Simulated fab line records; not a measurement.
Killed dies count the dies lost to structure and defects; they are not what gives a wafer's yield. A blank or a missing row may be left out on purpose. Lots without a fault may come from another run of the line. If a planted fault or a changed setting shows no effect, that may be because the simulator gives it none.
fab line records -- flow nand-harc -- part 2 of 2: steps 29 to 37 of 37
record: lots: 5, wafers: 15, last-day: 34
route steps=1302 shown P_M0@263 P_M1@285
lots untouched by any fault: they come from a run of this same line in which no faults occurred
start-h: hours from the record's first day to the start of the lot's first wafer shown -- wait-h: how many hours have passed since the lot's step before this one -- " same as the row above -- L1.1+2: one row covering several wafers at once -- - either no value or no given start -- * or withheld: withheld -- < > ~ a bound
route shown NAME@n: NAME is a module with steps in the file, n the number in the route of the first one -- usual: average and standard deviation across the fault-free wafers -- same: alike in all rows -- chamber/n: place in a boat -- sites: readings site by site -- _std_site: how widely they spread, as a standard deviation -- _edge_site: mean of outer sites minus mean of inner sites -- radius-mm: for every site, how far away it sits from the centre of the wafer -- mask NAME#n: copy n -- behind: the last tool/chamber to shape the wafer -- hold: what put the lot on hold/how long, in hours/how the hold closed -- device: transistor that didn't switch, given as n, p or np -- end of line: the same wafers' tests at the end of the route -- a step without rows: its recipe alone -- killed: dies lost to structure and defects at the first sort, not the wafer's yield -- map: the dies of a wafer, with x for killed, . for not killed, _ for no die there
set.NAME: the setting the step ran with; set.NAME@STEP: the setting that earlier step ran with -- model.NAME: the simulator's own value behind a step, which no gauge read
lots at some steps of the route; a table a step, a row a wafer
services: the hour from which a tool's chamber was out of use, counted from the record's first day as start-h (under 0 if before that day), plus the number of hours and why
== steps ==
step: NHARC_P_M1_EXPOSE_06
recipe: na: 1.35, target-cd-nm: 130, dose-mj: 81.88, mask-id: P_M1
lot.wafer,tool,chamber,start-h,wait-h,mask
L079.2+5+6,arfi-scanner-02,0,178.70,-,P_M1#0
L080.1+5+6,arfi-scanner-02,0,185.92,-,P_M1#0
L089.2+4+5,arfi-scanner-02,0,274.06,-,P_M1#0
L093.1+3+6,arfi-scanner-03,0,322.31,-,P_M1#0
L097.2+3+6,arfi-scanner-02,0,359.50,-,P_M1#0
step: NHARC_P_M1_PEB_07
recipe: peb-temp-c: 100, peb-time-s: 65
lot.wafer,tool,chamber,start-h,wait-h
L079.2+5+6,litho-track-04,0,178.75,0.1
L080.1+5+6,litho-track-04,0,185.98,0.1
L089.2+4+5,litho-track-01,0,274.12,0.1
L093.1+3+6,litho-track-04,0,322.37,0.1
L097.2+3+6,litho-track-01,0,359.55,0.1
step: NHARC_P_M1_DEVELOP_08
recipe: develop-time-s: 35, dev-temp-c: 23
lot.wafer,tool,chamber,start-h,wait-h
L079.2+5+6,litho-track-04,0,-,-
L080.1+5+6,litho-track-04,0,-,-
L089.2+4+5,litho-track-01,0,-,-
L093.1+3+6,litho-track-04,0,-,-
L097.2+3+6,litho-track-01,0,-,-
step: NHARC_P_M1_CD_MEAS_09
recipe: target-cd-nm: 130, landing-energy-ev: 500
usual: cd-nm: 129.9/0.66
lot.wafer,tool,chamber,start-h,wait-h,cd-nm
L079.2,cd-sem-03,0,178.84,-,130.6
L079.5,cd-sem-03,0,178.84,-,130.4
L079.6,cd-sem-03,0,178.84,-,130.2
L080.1,cd-sem-02,0,186.06,-,130.3
L080.5,cd-sem-02,0,186.06,-,130.1
L080.6,cd-sem-02,0,186.06,-,130.5
L089.2,cd-sem-03,0,274.20,-,130.6
L089.4,cd-sem-03,0,274.20,-,130.4
L089.5,cd-sem-03,0,274.20,-,130.2
L093.1,cd-sem-01,0,322.45,-,129.9
L093.3,cd-sem-01,0,322.45,-,130.4
L093.6,cd-sem-01,0,322.45,-,130.6
L097.2,cd-sem-03,0,359.63,-,130.4
L097.3,cd-sem-03,0,359.63,-,130.1
L097.6,cd-sem-03,0,359.63,-,130.7
step: NHARC_P_M1_OVL_MEAS_10
recipe: pitch-nm: 260
usual: overlay-x-nm: 0.0/0.77, overlay-y-nm: 0.0/0.63
lot.wafer,tool,chamber,start-h,wait-h,overlay-x-nm,overlay-y-nm
L079.2,overlay-02,-,178.92,-,0.5,0.0
L079.5,overlay-02,-,178.92,-,1.2,-0.5
L079.6,overlay-02,-,178.92,-,0.2,-0.3
L080.1,overlay-02,-,186.15,-,0.2,0.2
L080.5,overlay-02,-,186.15,-,-0.3,0.0
L080.6,overlay-02,-,186.15,-,-0.2,-0.5
L089.2,overlay-02,-,274.29,-,1.2,-0.1
L089.4,overlay-02,-,274.29,-,1.4,0.3
L089.5,overlay-02,-,274.29,-,1.4,-0.1
L093.1,overlay-01,-,322.54,-,-0.6,0.3
L093.3,overlay-01,-,322.54,-,-1.2,0.9
L093.6,overlay-01,-,322.54,-,-0.7,0.9
L097.2,overlay-01,-,359.72,-,-0.7,0.7
L097.3,overlay-01,-,359.72,-,-0.2,1.0
L097.6,overlay-01,-,359.72,-,-0.6,0.7
step: NHARC_P_M1_INSPECT_11
usual: raw-defect-count: 5/3.3
lot.wafer,tool,chamber,start-h,wait-h,raw-defect-count
L079.2,defect-inspect-02,-,178.96,0.0,4
L079.5,defect-inspect-02,-,178.96,0.0,5
L079.6,defect-inspect-02,-,178.96,0.0,12
L080.1,defect-inspect-01,-,186.18,0.0,4
L080.5,defect-inspect-01,-,186.18,0.0,6
L080.6,defect-inspect-01,-,186.18,0.0,3
L089.2,defect-inspect-02,-,274.32,0.0,2
L089.4,defect-inspect-02,-,274.32,0.0,2
L089.5,defect-inspect-02,-,274.32,0.0,7
L093.1,defect-inspect-01,-,322.57,0.0,1
L093.3,defect-inspect-01,-,322.57,0.0,1
L093.6,defect-inspect-01,-,322.57,0.0,3
L097.2,defect-inspect-02,-,359.76,0.0,4
L097.3,defect-inspect-02,-,359.76,0.0,6
L097.6,defect-inspect-02,-,359.76,0.0,11
step: NHARC_P_M1_DESCUM_14
recipe: time-s: 3, o2-flow-sccm: 200, ar-flow-sccm: 0, bias-power-w: 0, chemistry: O2
usual: drypump-motor-current-A: 5.6/0.41, oes-product-au: 1.002/0.014, rf-vpp-V: 57.9/0.92, showerhead-plenum-p-Torr: 1.91/0.082, throttle-valve-pct: 11.310/0.009
lot.wafer,tool,chamber,start-h,wait-h,drypump-motor-current-A,oes-product-au,rf-hours-counter-h,rf-vpp-V,showerhead-plenum-p-Torr,throttle-valve-pct
L079.2,rie-diel-02,1,179.04,0.1,6.1,1.005,8,56.8,1.80,11.302
L079.6,rie-diel-02,3,179.04,0.1,5.8,0.994,-,58.4,2.02,11.317
L079.5,rie-diel-02,0,179.04,0.1,5.1,0.984,-,59.2,1.86,11.309
L080.1,rie-diel-07,2,186.27,0.1,5.9,0.999,12,58.1,1.93,11.313
L080.6,rie-diel-07,3,186.27,0.1,4.8,0.996,-,57.1,1.84,11.307
L080.5,rie-diel-07,0,186.27,0.1,5.9,1.002,-,58.2,1.91,11.317
L089.4,rie-diel-01,2,274.39,0.1,5.3,0.989,5,57.4,1.82,11.307
L089.2,rie-diel-01,0,274.39,0.1,6.3,1.037,5,57.4,1.85,11.319
L089.5,rie-diel-01,2,274.39,0.1,5.3,0.990,-,56.2,1.82,11.295
L093.3,rie-diel-01,2,322.65,0.1,5.3,0.979,9,57.4,1.81,11.320
L093.1,rie-diel-01,3,322.65,0.1,5.3,1.001,10,58.1,2.03,11.317
L093.6,rie-diel-01,1,322.65,0.1,5.6,0.994,-,57.3,1.93,11.321
L097.3,rie-diel-02,0,359.82,0.1,5.1,0.987,10,56.9,1.86,11.318
L097.2,rie-diel-02,2,359.82,0.1,5.5,1.018,10,57.4,1.99,11.290
L097.6,rie-diel-02,1,359.82,0.1,6.0,0.999,-,56.4,1.79,11.317
step: NHARC_P_M1_ETCH_35
recipe: target-depth-a: 400, overetch-a: 120, time-s: 43.94, ion-energy-ev: 200, n2-flow-sccm: 150, h2-flow-sccm: 150, ar-flow-sccm: 0, rf-w: 400, bias-w: 150, chemistry: N2/H2
usual: drypump-motor-current-A: 5.7/0.4, n2-flow-sccm: 150.0/0.51, oes-product-au: 1.005/0.013, rf-vpp-V: 430.4/2.5, showerhead-plenum-p-Torr: 2.03/0.089, throttle-valve-pct: 14.172/0.0095
lot.wafer,tool,chamber,start-h,wait-h,drypump-motor-current-A,n2-flow-sccm,oes-product-au,rf-hours-counter-h,rf-vpp-V,showerhead-plenum-p-Torr,throttle-valve-pct
L079.2,rie-diel-02,1,179.11,0.1,6.1,150.7,1.008,8,427.0,1.91,14.166
L079.5,rie-diel-02,0,179.11,0.1,5.1,149.3,0.987,-,430.0,1.98,14.177
L079.6,rie-diel-02,1,179.11,0.1,6.0,150.6,1.009,-,427.0,1.91,14.158
L080.1,rie-diel-07,1,186.35,0.1,6.3,150.3,1.001,21,429.5,1.98,14.179
L080.6,rie-diel-07,2,186.35,0.1,5.9,150.6,1.003,-,430.6,2.05,14.178
L080.5,rie-diel-07,3,186.35,0.1,4.9,149.8,0.991,-,427.3,1.96,14.180
L089.2,rie-diel-01,0,274.47,0.1,6.3,150.3,1.035,5,429.6,1.97,14.180
L089.4,rie-diel-01,3,274.47,0.1,5.3,150.4,1.018,6,432.6,2.17,14.181
L089.5,rie-diel-01,0,274.47,0.1,6.3,149.3,1.031,-,428.2,1.97,14.171
L093.1,rie-diel-01,2,322.73,0.1,5.3,149.2,0.988,9,427.7,1.93,14.168
L093.3,rie-diel-01,3,322.73,0.1,5.3,149.5,1.007,10,434.2,2.17,14.178
L093.6,rie-diel-01,1,322.73,0.1,5.6,149.5,0.997,-,431.5,2.05,14.158
L097.2,rie-diel-02,1,359.91,0.1,6.1,150.4,1.008,10,426.5,1.91,14.159
L097.3,rie-diel-02,2,359.91,0.1,5.5,149.7,1.021,10,432.6,2.13,14.178
L097.6,rie-diel-02,0,359.91,0.1,5.1,150.5,0.987,-,429.4,1.98,14.160
step: NHARC_P_M1_ETCH_15
recipe: target-depth-a: 1825, time-s: 91.2, c4f8-flow-sccm: withheld, ar-flow-sccm: 400, rf-w: 600, bias-w: 300, chemistry: C4F8/Ar
usual: oes-product-au: 0.960/0.024, rf-vpp-V: 440.6/2.7
lot.wafer,tool,chamber,start-h,wait-h,oes-product-au,rf-hours-counter-h,rf-vpp-V
L079.2,rie-diel-02,3,-,-,0.928,8,444.1
L079.6,rie-diel-02,1,-,-,0.962,-,437.3
L079.5,rie-diel-02,2,-,-,0.962,-,442.6
L080.1,rie-diel-07,0,-,-,0.964,21,439.2
L080.6,rie-diel-07,1,-,-,0.990,-,438.1
L080.5,rie-diel-07,2,-,-,0.980,-,440.4
L089.2,rie-diel-01,1,-,-,0.948,5,441.3
L089.4,rie-diel-01,3,-,-,0.990,6,445.0
L089.5,rie-diel-01,1,-,-,0.959,-,441.2
L093.3,rie-diel-01,2,-,-,0.961,9,438.4
L093.1,rie-diel-01,3,-,-,0.988,10,443.6
L093.6,rie-diel-01,1,-,-,0.961,-,443.1
L097.3,rie-diel-02,0,-,-,0.953,10,439.2
L097.2,rie-diel-02,3,-,-,0.992,10,444.4
L097.6,rie-diel-02,1,-,-,0.973,-,438.1
== services ==
tool,chamber,start-h,hours,kind
litho-track-01,-,155.00,7.0,pm
pecvd-04,-,155.67,0.7,repair
arfi-scanner-02,-,156.20,0.7,repair
pecvd-03,0,169.76,4.0,repair
pvd-sputter-03,-,170.00,10.0,pm
rie-diel-03,3,171.80,6.1,repair
rie-diel-03,3,177.94,6.1,repair
litho-track-06,-,179.00,7.0,pm
pecvd-03,-,185.19,13.0,pm
litho-track-04,-,203.00,7.0,pm
rie-diel-01,-,203.81,9.0,pm
rie-diel-02,0,210.71,9.6,repair
rie-diel-02,-,216.70,9.0,pm
pecvd-04,-,226.58,1.4,repair
rie-diel-01,2,230.95,4.5,repair
pecvd-03,2,266.64,9.7,repair
pvd-sputter-02,-,268.20,1.1,repair
pecvd-04,-,269.30,13.0,pm
rie-diel-03,3,280.78,16.3,repair
rie-diel-03,-,281.89,9.0,pm
pvd-sputter-02,-,282.05,10.0,pm
rie-diel-03,2,295.98,7.3,repair
litho-track-01,-,330.00,7.0,pm
litho-track-06,-,354.00,7.0,pm
